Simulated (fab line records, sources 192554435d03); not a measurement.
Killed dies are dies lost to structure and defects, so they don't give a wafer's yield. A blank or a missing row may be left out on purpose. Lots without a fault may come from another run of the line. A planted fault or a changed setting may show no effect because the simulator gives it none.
Chamber matching | flow n5_finfet | N5_FIN_CUT_STRIP_24 on rie_diel-03: 4 sister chambers
The step strips in CF4. 4 wafers are shown with their chamber, then 7 later ones without.

WAFERS WITH THEIR CHAMBER
wafer  | chamber | drypump_motor_current_A (A)
L084.5 | 1       | 6.07
L087.2 | 0       | 5.40
L088.3 | 2       | 5.44
L088.4 | 3       | 5.26

WAFERS WITHOUT THEIR CHAMBER
wafer  | drypump_motor_current_A (A)
L088.6 | 5.40
L095.4 | 5.42
L095.5 | 5.41
L095.6 | 6.08
L096.2 | 5.44
L096.4 | 5.41
L096.6 | 5.41

WHICH CHAMBER EACH WENT THROUGH
wafer  | from the rows above     | in truth
L088.6 | 0                       | 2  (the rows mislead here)
L095.4 | can't be placed: 0 or 2 | 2
L095.5 | can't be placed: 0 or 2 | 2
L095.6 | 1                       | 1
L096.2 | 2                       | 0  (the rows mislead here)
L096.4 | can't be placed: 0 or 2 | 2
L096.6 | can't be placed: 0 or 2 | 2
Placed correctly: 1 of 7. Can't be placed from these rows: 4 (the true chamber is among the candidates in 4). Placed wrongly: 2.
How it was worked out, from the rows above alone: a wafer's distance from a chamber is the root of the sum, over the readings, of the square of ((its reading less the chamber's mean) divided by the reading's scatter). The wafer belongs to the nearest chamber; if the next one is less than 2 further off, it can't be placed. A chamber's mean is the mean of its shown wafers. The scatter: with one shown wafer a chamber, the root of the mean of the squares of how far each hidden wafer lies from its nearest shown one.
